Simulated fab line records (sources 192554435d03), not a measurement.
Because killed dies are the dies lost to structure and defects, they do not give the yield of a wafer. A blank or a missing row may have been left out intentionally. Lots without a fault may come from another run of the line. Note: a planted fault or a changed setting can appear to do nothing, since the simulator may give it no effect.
fab line records	flow n5_finfet
[record] lots = 5	wafers = 15	last_day = 19
route steps=1938 shown FIN_CUT@172 STI_FIN_REVEAL@183 DUMMY_GATE@212 BEOL_M4@1111 PASSIVATION@1936
lots that met no fault: taken from a fault-free run of the same line
start_h: hours from the record's first day to the start of the lot's first wafer shown	wait_h: hours elapsed since this lot's preceding step	" as in the row above	L1.1+2: one row covering several wafers at once	- no value present, or no start provided	* or withheld: withheld	< > ~ a bound
route shown NAME@n: a module of which the file shows steps, and the number in the route of the first	usual: mean/standard deviation taken from wafers without a fault	same: alike in all rows	chamber/n: place in a boat	sites: the reading at each site	_std_site: their standard deviation	_edge_site: mean of outer sites minus mean of inner sites	radius_mm: how far each site lies from the wafer's centre	mask NAME#n: copy n	behind: the tool/chamber that last shaped the wafer	hold: what put the lot on hold/how long, in hours/how the hold closed	device: whichever transistor did not switch (one of n, p or np)	end of line: the same wafers' tests at the end of the route	a step with no rows: only its recipe	killed: at the first sort, the dies lost to defects and structure; wafer yield is something else	map: dies across one wafer; x = killed, . = not, _ = none there
set.NAME: the setting that was run; set.NAME@STEP: the one run at that earlier step	model.NAME: the simulator's own value behind a step, which no gauge read
certain route steps with their lots: each step a table, each wafer a row
services: a tool's chamber out of use, with start hour (start_h, from the record's first day; less than 0 if before it), hours out, and reason
[[steps]]
[step N5_FIN_CUT_STRIP_24]
[recipe] chemistry = CF4	resist = SiARC	power_w = 300	bias_power_w = 75	pressure_mtorr = 50	cf4_flow_sccm = 150	rf_frequency_hz = 6e+07
[step N5_FIN_CUT_CUT_ETCH_26]
[recipe] chemistry = CH3F/O2	target = SiNx	target_depth_a = 390	mask_material = SOC	time_s = 55.7	pressure_mtorr = 30	source_w = 395	bias_w = 73	Ar_flow_sccm = 150	CH3F_flow_sccm = 30	O2_flow_sccm = 20	ion_energy_ev = 120
[step N5_FIN_CUT_CUT_ETCH_27]
[recipe] chemistry = CHF3/O2	target = SiO2	target_depth_a = 40	mask_material = SOC	overetch_a = 20	time_s = 4.9	pressure_mtorr = 30	source_w = 650	bias_w = 170	Ar_flow_sccm = 200	CHF3_flow_sccm = 50	O2_flow_sccm = 5	ion_energy_ev = 200
[step N5_FIN_CUT_PRECLEAN_35]
[recipe] time_s = 13.3	temp_c = 45	pressure_torr = 125	p_hf_torr = 3	p_coreactant_torr = 25	chemistry = vHF
[step N5_FIN_CUT_CUT_ETCH_15]
[recipe] chemistry = HBr/Cl2/O2	target = Si	target_depth_a = 1000	bt_time_s = 10	mask_material = SOC	time_s = 42.4	ion_energy_ev = *	bias_w = *	pressure_mtorr = 10	icp_w = 800	HBr_flow_sccm = 150	Cl2_flow_sccm = 80	O2_flow_sccm = 12
[step N5_FIN_CUT_CUT_ETCH_28]
[recipe] chemistry = HBr/Cl2/O2	target = Si	target_depth_a = 60	mask_material = SOC	time_s = 2.4	ion_energy_ev = *	bias_w = *	pressure_mtorr = 10	icp_w = 800	HBr_flow_sccm = 150	Cl2_flow_sccm = 80	O2_flow_sccm = 12
[step N5_FIN_CUT_STRIP_22]
[recipe] chemistry = N2/H2	power_w = 500	temp_c = 40	pressure_mtorr = 50	rf_frequency_hz = 6e+07	overash_fraction = 0.3	bias_power_w = 8	h2_frac = 0.5	n2_flow_sccm = 300	h2_flow_sccm = 300
[step N5_FIN_CUT_PRECLEAN_36]
[recipe] chemistry = O3/DIW	time_s = 60	temp_c = 22	o3_ppm = 10
[step N5_FIN_CUT_SRD_32]
[recipe] dry = ipa_marangoni	time_s = 30	temp_c = 23	rinse_liquid = diw
[step N5_FIN_CUT_UV_OZONE_34]
[recipe] time_s = 120	pressure_torr = 760	temp_c = 25
[step N5_STI_FIN_REVEAL_ALD_00]
[recipe] material = SiO2	target_thk_a = 10	temp_c = 300	ald_precursor_family = BDEAS	ald_co_reactant = O2-plasma	pulse_time_s = 1	pressure_torr = 2
[step N5_STI_FIN_REVEAL_ALD_14]
[recipe] material = Si3N4	target_thk_a = 30	temp_c = 400	ald_precursor_family = SiH2I2	ald_co_reactant = N2/H2-plasma	pressure_torr = 2
[usual] chamber_pressure_Torr = 2.001/0.0039	heater_power_outer_w = 502/53	heater_power_w = 812/80
lot.wafer	tool	chamber	start_h	wait_h	chamber_pressure_Torr	heater_power_outer_w	heater_power_w
L135.2	ald_sin-04	1	61.94	0.0	1.996	437	749
L135.4	"	2	"	"	2.000	628	1045
L135.6	"	1	"	"	1.995	444	746
L145.1	ald_sin-03	2	120.01	0.0	-	-	-
L145.4	"	1	"	"	-	-	-
L145.6	"	2	"	"	-	-	-
L146.1	ald_sin-01	3	125.41	0.0	-	-	-
L146.4	"	0	"	"	-	-	-
L146.5	"	1	"	"	-	-	-
L147.2	ald_sin-04	0	129.62	0.0	-	-	-
L147.4	"	1	"	"	-	-	-
L147.5	"	2	"	"	-	-	-
L151.1	ald_sin-04	3	155.90	0.0	1.999	497	810
L151.2	"	0	"	"	1.994	547	897
L151.3	"	1	"	"	2.007	447	740
[step N5_STI_FIN_REVEAL_FCVD_FILL_01]
[recipe] material = SiO2_flowable	target_thk_a = 3120	temp_c = 100	pressure_torr = 0.8	rf_w = 2000	time_s = 512.2
[step N5_STI_FIN_REVEAL_DENSIFY_02]
[recipe] temp_c = 650	ambient = steam	time_s = 1800	idle_temp_c = 400	densification_p_h2o_torr = 640
[step N5_STI_FIN_REVEAL_CMP_04]
[recipe] stop_on = Si3N4	t_overpolish_s = 4	down_force_psi = 2	platen_rpm = 54.18	post_cmp_clean = alkaline_brush	pad_velocity_m_s = 1.078	target_thk_nm = 131.83
[step N5_STI_FIN_REVEAL_DENSIFY_30]
[recipe] temp_c = *	time_s = *	ambient = N2	idle_temp_c = 600	ramp_up_c_per_s = 150	ramp_down_c_per_s = 60	cool_to_c = 600
[step N5_STI_FIN_REVEAL_ETCHBACK_08]
[recipe] chemistry = C4F6/O2	target = SiO2	target_depth_a = 305	time_s = 10.167	ion_energy_ev = 250	pressure_mtorr = 30	source_w = 345	bias_w = 185	Ar_flow_sccm = 300	C4F6_flow_sccm = 10	O2_flow_sccm = 10
[step N5_STI_FIN_REVEAL_STRIP_24]
[recipe] chemistry = N2/H2	time_s = 90	power_w = 100	temp_c = 40	pressure_mtorr = 100	rf_frequency_hz = 6e+07	bias_power_w = 3	n2_flow_sccm = 300	h2_flow_sccm = 300
[step N5_STI_FIN_REVEAL_PRECLEAN_25]
[recipe] chemistry = SPM	time_s = 90	temp_c = 120	mix = 4:1
[step N5_STI_FIN_REVEAL_PRECLEAN_26]
[recipe] chemistry = SC1	time_s = 45	temp_c = 46	mix = 1:2:100
[step N5_STI_FIN_REVEAL_PRECLEAN_29]
[recipe] chemistry = DHF	time_s = 30	temp_c = 25	dilution = 300:1
[step N5_STI_FIN_REVEAL_SRD_12]
[recipe] time_s = 30	temp_c = 23	rinse_liquid = diw	dry = ipa_marangoni
[step N5_STI_FIN_REVEAL_RECESS_09]
[recipe] chemistry = HF/NH3	target = SiO2	afs_cycles = 11	target_depth_a = 425	temp_c = 30	sublimation_temp_c = 180	sublimation_time_s = 60
[step N5_STI_FIN_REVEAL_STRIP_16]
[recipe] chemistry = H3PO4	material = SiNx	temp_c = 165	target_depth_a = 238	overetch_fraction = 0.4964	dry = ipa_marangoni
[step N5_STI_FIN_REVEAL_PRECLEAN_17]
[recipe] chemistry = NF3:NH3	afs_cycles = 1	temp_c = 30	time_s = 20	sublimation_temp_c = 180	sublimation_time_s = 60	pressure_torr = 3	rf_power_w = 30
[step N5_STI_FIN_REVEAL_ETCH_34]
[recipe] chemistry = H2	mode = isotropic	material = Si	target = Si	target_depth_a = 9.7	temp_c = 20	pressure_mtorr = 4.5	icp_w = 300	bias_w = 0	h2_flow_sccm = 7.5	he_flow_sccm = 142.5
[step N5_STI_FIN_REVEAL_OXIDATION_31]
[recipe] chemistry = O2_PLASMA_REMOTE	temp_c = 150	time_s = 20	pressure_mtorr = 1000	source_power_w = 2000	o2_flow_sccm = 3000
[step N5_STI_FIN_REVEAL_PRECLEAN_32]
[recipe] chemistry = NF3:NH3	afs_cycles = 1	temp_c = 30	time_s = 20	sublimation_temp_c = 180	sublimation_time_s = 60	pressure_torr = 3	rf_power_w = 30
[step N5_STI_FIN_REVEAL_STRIP_35]
[recipe] chemistry = H3PO4	material = Si3N4	temp_c = 165	target_depth_a = 40	time_s = 39
[step N5_STI_FIN_REVEAL_SRD_21]
[recipe] dry = ipa_marangoni	time_s = 30	temp_c = 23	rinse_liquid = diw
[step N5_STI_FIN_REVEAL_OXIDATION_33]
[recipe] chemistry = O2_PLASMA_REMOTE	temp_c = 150	time_s = 20	pressure_mtorr = 1000	source_power_w = 2000	o2_flow_sccm = 3000
[step N5_STI_FIN_REVEAL_CLEAN_19]
[recipe] chemistry = O3/DIW	temp_c = 25	time_s = 120	o3_ppm = 10
[step N5_STI_FIN_REVEAL_SRD_23]
[recipe] dry = ipa_marangoni	time_s = 30	temp_c = 23	rinse_liquid = diw
[step N5_STI_FIN_REVEAL_PRECLEAN_18]
[recipe] chemistry = SC2	time_s = 45	temp_c = 35	mix = 1:1:50
[step N5_STI_FIN_REVEAL_SRD_28]
[recipe] dry = ipa_marangoni	time_s = 30	temp_c = 23	rinse_liquid = diw
[step N5_DUMMY_GATE_PRECLEAN_00]
[recipe] chemistry = O3/DIW	time_s = 60	temp_c = 22	o3_ppm = 10
[step N5_DUMMY_GATE_SRD_01]
[recipe] time_s = 30	temp_c = 23	rinse_liquid = diw	dry = ipa_marangoni
[step N5_BEOL_M4_RC_MEAS_101]
[usual] DIBL_N = 36.6/1.3	DIBL_P = 36.4/1.4	IOFF_N = 0.167/0.023	IOFF_P = 0.219/0.029	ION_N = 678/8.7	ION_P = 464/6.4	SS_N = 71.5/0.53	SS_P = 73.4/0.57	VT_N = 248.5/2.8	VT_P = -249/3.1
lot.wafer	tool	chamber	start_h	wait_h	DIBL_N[mV/V]	DIBL_P[mV/V]	IOFF_N[nA/um]	IOFF_P[nA/um]	ION_N[uA/um]	ION_P[uA/um]	SS_N[mV/dec]	SS_P[mV/dec]	VT_N[mV]	VT_P[mV]
L135.2	prober-02	0	201.24	0.2	35.5	35.2	0.142	0.242	675	480	72.1	72.8	251.9	-244
L135.4	"	0	"	"	37.1	37.0	0.176	0.269	678	473	72.2	73.2	249.8	-245
L135.6	"	0	"	"	35.3	34.9	0.135	0.232	676	473	71.5	73.0	255.2	-247
L145.1	prober-02	0	296.68	0.0	37.5	37.2	0.187	0.261	679	465	72.4	73.6	246.6	-245
L145.4	"	0	"	"	36.0	35.6	0.158	0.239	674	468	71.2	73.8	250.5	-246
L145.6	"	0	"	"	38.3	37.8	0.201	0.270	672	463	71.8	74.3	247.1	-246
L146.1	prober-01	0	317.01	0.0	37.2	37.2	0.163	0.187	680	456	72.4	73.7	249.8	-254
L146.4	"	0	"	"	37.2	35.9	0.156	0.166	675	453	71.6	73.3	249.5	-256
L146.5	"	0	"	"	35.4	35.4	0.139	0.165	676	454	71.5	72.6	250.3	-256
L147.2	prober-02	0	335.03	0.2	38.4	39.2	0.187	0.234	688	464	71.0	74.2	249.4	-251
L147.4	"	0	"	"	36.8	36.9	0.157	0.203	677	461	70.6	74.0	250.3	-252
L147.5	"	0	"	"	37.0	36.7	0.159	0.202	674	465	71.0	73.6	251.1	-250
L151.1	prober-01	0	351.14	0.0	36.9	37.9	0.164	0.231	674	467	71.6	74.1	251.0	-249
L151.2	"	0	"	"	36.5	37.0	0.149	0.200	676	457	71.7	72.9	249.8	-253
L151.3	"	0	"	"	37.9	39.8	0.187	0.257	683	471	72.1	73.3	247.3	-248
[step N5_PASSIVATION_PROBE_49]
[usual] defect_limited_yield = 91.6/1.6	killed_at_M0_to_M3 = 32/9.7	killed_at_M4_up = 13/4.4	killed_at_contacts = 12/6.5	killed_at_front_end = 38/12	killed_at_other = 3.7/3	killed_dies = 99/18	killed_on_rim = 13/3.9	killed_open = 66/14	killed_short = 32/7.5	sort_bin_5_function = 4.9/1	sort_bin_6_memory = 3.2/0.73	sort_n_pass = 1081/18	sort_yield_pct = 91.6/1.6
[same] gross_dies = 1180	killed_at_back_side = 0	sort_bin_4_leakage[%] = 0	sort_bin_8_speed[%] = 0
lot.wafer	tool	chamber	start_h	wait_h	defect_limited_yield[%]	killed_at_M0_to_M3	killed_at_M4_up	killed_at_contacts	killed_at_front_end	killed_at_other	killed_dies	killed_on_rim	killed_open	killed_short	sort_bin_5_function[%]	sort_bin_6_memory[%]	sort_n_pass	sort_yield_pct[%]
L135.2	prober-02	-	302.46	0.1	91.9	26	21	12	31	6	96	11	66	30	4.6	3.4	1084	91.9
L135.4	prober-02	-	302.56	0.2	91.8	37	20	23	16	1	97	11	72	25	4.9	3.1	1083	91.8
L135.6	prober-02	-	302.66	0.3	92.7	32	18	7	27	2	86	11	57	29	4.1	3.1	1094	92.7
L145.1	prober-01	-	403.19	0.0	49.0	37	6	26	532	1	602	136	78	42	45.9	4.7	578	49.0
L145.4	prober-01	-	403.34	0.2	50.9	38	11	12	514	4	579	138	72	30	45.5	3.5	601	50.9
L145.6	prober-01	-	403.44	0.3	47.6	42	9	16	548	3	618	140	70	41	48.6	3.3	562	47.6
L146.1	prober-01	-	419.29	0.0	49.7	27	14	6	541	6	594	21	58	27	47.4	2.7	586	49.7
L146.4	prober-01	-	419.44	0.2	49.7	31	12	7	540	3	593	126	61	26	47.4	2.6	587	49.7
L146.5	prober-01	-	419.49	0.2	53.3	20	9	11	507	4	551	131	43	23	44.1	2.4	629	53.3
L147.2	prober-01	-	448.20	0.1	49.7	44	18	13	519	0	594	91	75	36	46.9	3.3	586	49.7
L147.4	prober-01	-	448.30	0.2	49.9	31	16	13	530	1	591	61	81	31	46.0	3.7	589	49.9
L147.5	prober-01	-	448.35	0.2	48.6	59	12	10	525	1	607	139	73	45	47.2	3.8	573	48.6
L151.1	prober-02	-	455.22	0.0	91.1	22	14	6	59	4	105	13	65	38	5.3	3.1	1075	91.1
L151.2	prober-02	-	455.27	0.1	91.8	32	9	11	37	8	97	11	67	29	4.5	3.3	1083	91.8
L151.3	prober-02	-	455.32	0.1	91.9	26	15	14	38	2	95	17	64	30	4.8	2.9	1085	91.9
// killed by level:class
L135.2 FIN_SAQP:geometric_particle:open=9 MOL_CONTACT_COAG:geometric_particle:open=8 BEOL_M4:geometric_particle:open=8 BEOL_M2:geometric_particle:open=7 BEOL_M3:geometric_particle:open=6 FIN_SAQP:geometric_particle:short=5 BEOL_M0_SAQP:geometric_particle:short=5 STI_FIN_REVEAL:geometric_particle:open=4
L135.4 MOL_CONTACT_COAG:geometric_particle:open=16 BEOL_M4:geometric_particle:open=15 BEOL_M2:geometric_particle:open=11 MOL_CONTACT_COAG:geometric_particle:short=7 BEOL_M0_SAQP:geometric_particle:open=7 BEOL_M3:geometric_particle:open=7 BEOL_M0_SAQP:geometric_particle:short=6 FIN_SAQP:geometric_particle:short=3
L135.6 BEOL_M0_SAQP:geometric_particle:open=8 BEOL_M2:geometric_particle:open=6 BEOL_M3:geometric_particle:open=6 STARTING-WAFER:geometric_particle:open=6 FIN_SAQP:geometric_particle:open=5 BEOL_M5:geometric_particle:open=5 MOL_CONTACT_COAG:geometric_particle:open=4 BEOL_M0:geometric_particle:short=4
L145.1 STI_FIN_REVEAL:area_ald=478 MOL_CONTACT_COAG:geometric_particle:open=23 FIN_SAQP:geometric_particle:open=20 BEOL_M1:geometric_particle:open=11 FIN_SAQP:geometric_particle:short=10 BEOL_M0_SAQP:geometric_particle:short=7 GATE_CUT:geometric_particle:short=6 ILD0:geometric_particle:short=5
L145.4 STI_FIN_REVEAL:area_ald=477 STI_FIN_REVEAL:geometric_particle:open=12 MOL_CONTACT_COAG:geometric_particle:open=9 BEOL_M2:geometric_particle:open=9 FIN_SAQP:geometric_particle:open=7 BEOL_M1:geometric_particle:open=7 BEOL_M0_SAQP:geometric_particle:short=6 BEOL_M0_SAQP:geometric_particle:open=6
L145.6 STI_FIN_REVEAL:area_ald=504 FIN_SAQP:geometric_particle:open=13 MOL_CONTACT_COAG:geometric_particle:open=12 BEOL_M3:geometric_particle:open=11 BEOL_M0_SAQP:geometric_particle:short=10 FIN_SAQP:geometric_particle:short=9 BEOL_M0_SAQP:geometric_particle:open=9 GATE_CUT:geometric_particle:short=4
L146.1 STI_FIN_REVEAL:area_ald=508 BEOL_M3:geometric_particle:open=12 MOL_CONTACT_COAG:geometric_particle:open=6 FIN_SAQP:geometric_particle:short=5 BEOL_M0_SAQP:geometric_particle:open=5 FIN_SAQP:geometric_particle:open=4 DUMMY_GATE:geometric_particle:open=4 GATE_CUT:geometric_particle:short=4
L146.4 STI_FIN_REVEAL:area_ald=504 BEOL_M3:geometric_particle:open=9 FIN_SAQP:geometric_particle:open=8 FIN_SAQP:geometric_particle:short=7 BEOL_M0_SAQP:geometric_particle:open=7 MOL_CONTACT_COAG:geometric_particle:open=5 BEOL_M2:geometric_particle:open=5 ILD0:geometric_particle:short=4
L146.5 STI_FIN_REVEAL:area_ald=485 MOL_CONTACT_COAG:geometric_particle:open=9 DUMMY_GATE:geometric_particle:open=4 BEOL_M0_SAQP:geometric_particle:open=4 BEOL_M2:geometric_particle:open=4 BEOL_M3:geometric_particle:open=4 FIN_SAQP:geometric_particle:open=3 STI_FIN_REVEAL:geometric_particle:open=3
L147.2 STI_FIN_REVEAL:area_ald=483 BEOL_M1:geometric_particle:open=14 BEOL_M0_SAQP:geometric_particle:short=11 MOL_CONTACT_COAG:geometric_particle:open=10 FIN_SAQP:geometric_particle:short=8 DUMMY_GATE:geometric_particle:open=8 FIN_SAQP:geometric_particle:open=4 STI_FIN_REVEAL:geometric_particle:open=4
L147.4 STI_FIN_REVEAL:area_ald=479 MOL_CONTACT_COAG:geometric_particle:open=13 DUMMY_GATE:geometric_particle:open=12 STI_FIN_REVEAL:geometric_particle:open=11 BEOL_M0_SAQP:geometric_particle:short=7 BEOL_M0_SAQP:geometric_particle:open=7 BEOL_M1:geometric_particle:open=6 FIN_SAQP:geometric_particle:open=5
L147.5 STI_FIN_REVEAL:area_ald=489 BEOL_M0_SAQP:geometric_particle:short=18 BEOL_M0_SAQP:geometric_particle:open=13 MOL_CONTACT_COAG:geometric_particle:open=9 BEOL_M1:geometric_particle:open=9 BEOL_M2:geometric_particle:open=7 BEOL_M3:geometric_particle:open=7 FIN_SAQP:geometric_particle:short=6
L151.1 STI_FIN_REVEAL:geometric_particle:open=15 DUMMY_GATE:geometric_particle:open=10 FIN_SAQP:geometric_particle:short=7 BEOL_M3:geometric_particle:open=7 GATE_CUT:geometric_particle:short=6 STARTING-WAFER:geometric_particle:short=6 MOL_CONTACT_COAG:geometric_particle:open=5 FIN_SAQP:geometric_particle:open=4
L151.2 MOL_CONTACT_COAG:geometric_particle:open=11 DUMMY_GATE:geometric_particle:open=9 BEOL_M3:geometric_particle:open=7 STI_FIN_REVEAL:geometric_particle:open=6 GATE_CUT:geometric_particle:short=5 BEOL_M2:geometric_particle:open=5 FIN_SAQP:geometric_particle:short=4 BEOL_M0_SAQP:geometric_particle:short=4
L151.3 FIN_SAQP:geometric_particle:open=8 MOL_CONTACT_COAG:geometric_particle:open=8 FIN_SAQP:geometric_particle:short=6 MOL_CONTACT_COAG:geometric_particle:short=6 BEOL_M0_SAQP:geometric_particle:open=6 BEOL_M1:geometric_particle:open=6 STI_FIN_REVEAL:geometric_particle:open=5 DUMMY_GATE:geometric_particle:open=5
// map L145.6 (x killed, . not)
_________________xxxxxxxxxxxx________________
______________xxxxxxxxx.xxxxxx.x_____________
___________xxxxxx.xxxxx.x.xxxxxxxxx__________
__________xxxxxxxxx.xxxx..xxxxx.xxxx_________
________xx.xx.xx..xxxxx.xxxxxxxxx.xxxx_______
_______xxx.xx.xx..x.x..x..xxxxxx.xxxxxx______
______x.xxxxxx.x...x......xxxxxxxxxxxx.x_____
_____xxxxxx....x.x..x.......x.xxx.x.xxxxx____
____xxxxxx.x.x..xx...x....x..x.xxxx.xxxxxx___
___xxxx..xx.x...xx...x...x.xx.x..xx.xxxxxxx__
___xxxx..xxxx............xx....x..x.xxxxxxx__
__xxxx..x...xx.........x.x......x.x.xxxxxxxx_
__xxxx.x.x..x...xxx..............x.x.xx.xxxx_
_.x.xx..x.x....x.......x.x...x...xx.xxx.xxxxx
_xxxx.x.......x.....x...............x.xxxxxxx
_x.xx..xx..........................xxxxxxxxxx
_xxxx.x.x...................x......x...xxxxxx
_xxxxxx...xx......x.........x.x..x.....x.xxxx
_xxx.....x........x.......xx.....xx..x..xxxxx
_xxx.xxx.x...x................x..xxxxxx.xxxxx
_xxxx.x.x..x......x...x........x..xxx.xxxxxxx
__xxx..x.....x...............x.x..xx..xxxxxx_
__xxxxx..x.............x..x.....xxxx.xx.xxxx_
___..xxx.....x..x..........xxx..x.xxx.x.xxx__
___xxxxxxx..xxx...............x..x.xxxxxxxx__
____xxxxx...x..x.....x.x...x.xxxxx.xxxxxxx___
_____xx..x....x.x..x...xx.x.....xxxxxxxx.____
______xx.xx...........x..xxxx.xx..xx.x.x_____
_______xxxxx.x..xx.x.x....x.xxx.xxxxxxx______
________xx..xxx.xx..xx.x......xxxxxx.x_______
__________xxxxxx....xx..xx.xxxx.xxxx_________
___________xxxx.x.xx.xxxx..xx.xxxxx__________
______________xxxx..xxxxxxxxxxxx_____________
_________________.xxxxxxxxxx.________________
// map L146.1 (x killed, . not)
_________________.......x....________________
______________.x....x..x.x..x..x_____________
___________...........x.xx.x...x...__________
__________......x.x.x..x..x..x.x...._________
________x.x..xx....x.xxx.xx.....x....._______
_______..x....xx....xxxxx.xxx....x...x.______
______.x.xx....x.xxxx.xxxxxxxx..x.xx...._____
_____........xx.x.xx...xxxxx..xxxx.....x.____
____.......xxxxxxxx.xxxxxxxxxx.xx.xxx...x.___
___.......x.xxxxxx.xxx.x..xxxxxx.x.x.x...x.__
___x.x.xxx.x....xxxx.xxxxxxxxxxx.xx..xx....__
__..x.x..xxx.xxxxxxxx.xxx.xxxxxxx..xx...x..._
__...xx...xxxxxxxxxxxxxxxx.xxxxx.x.xxx......_
_....x....xx.xxxxxx.x.x.xxxxx.xxxxxx..x.xxxx.
_....x...x..xxxxxx.xxxxxxxxxx.xx.x.xxx...x...
_.....xxx.xxxx..xxxxxxxx.xxxx.xxxxxx.xxxx....
_.....x..xxxxxxxxxxxx.xxxxxxx.xxxxxxxxxx...x.
_x.....x.x..xxxxxxxxxxxxxxxxxxxx..x..x.xxx...
_..xx.x....xxx..xxxxxxxxxxxxxxxxx..xxx.x.....
_......xx.xxx.xxxxxxxxx.xx.xx.xxxxx..x..x....
_...x.x...xxxx.xxx...x.xxxx.xxx.xx.x...x.....
__.......x.xxx..xx.xxxx.xxxxxxxxxxxx.xx.x..._
__..x.x...x..x.xxxxx.xxx.xxxxxxxxx.xx......._
___...xxxxxxx.xxxxxxxxxxxxxx..xxxxx..x.xx..__
___.x.x..x.x.x..x.x.xxxxxxxx.xxxx..x..xxx..__
____....xx.x....xxxx..xxxxxx..x.xxx.......___
_____.x..x.x.xx..xxx..x.x..x.xxx...x.xx..____
______..x........x.xxxx.xx.xxx..x.xx...x_____
_______.....xx.x.x...xx...xxxx.xxx.....______
________........xxxx....x..xx........._______
__________.......x.....xxxx........._________
___________...x...x.x..x...........__________
______________.x.....x.........._____________
_________________.x..........________________
[[services]]
tool	chamber	start_h	hours	kind
ald_sin-01	0	39.96	2.2	repair
ald_sin-01	3	42.94	1.6	repair
ald_sin-01	0	56.88	8.5	repair
ald_sin-01	0	119.92	-	calibration
[[key]]
[first_sign] step = N5_STI_FIN_REVEAL_ALD_14	reading = tool_record	direction = missing
[effect] step = N5_PASSIVATION_PROBE_49	reading = sort_bin_5_function	direction = up	sigmas = 41	usual = 4.9	struck = 46.6
[more_kills_born_at] N5_STI_FIN_REVEAL_ALD_14@ald_sin-01 = 1495	N5_STI_FIN_REVEAL_ALD_14@ald_sin-03 = 1459	N5_STI_FIN_REVEAL_ALD_14@ald_sin-04 = 1451
met_at N5_STI_FIN_REVEAL_ALD_14
struck_wafers L145.1,L145.4,L145.6,L146.1,L146.4,L146.5,L147.2,L147.4,L147.5
onset_between 61.94 120.01
[fault] kind = skipped_step_whole	tool = ald_sin-01,ald_sin-03,ald_sin-04	chamber = -	onset_h = 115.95	steps = N5_STI_FIN_REVEAL_ALD_14	scope = struck_lots_only
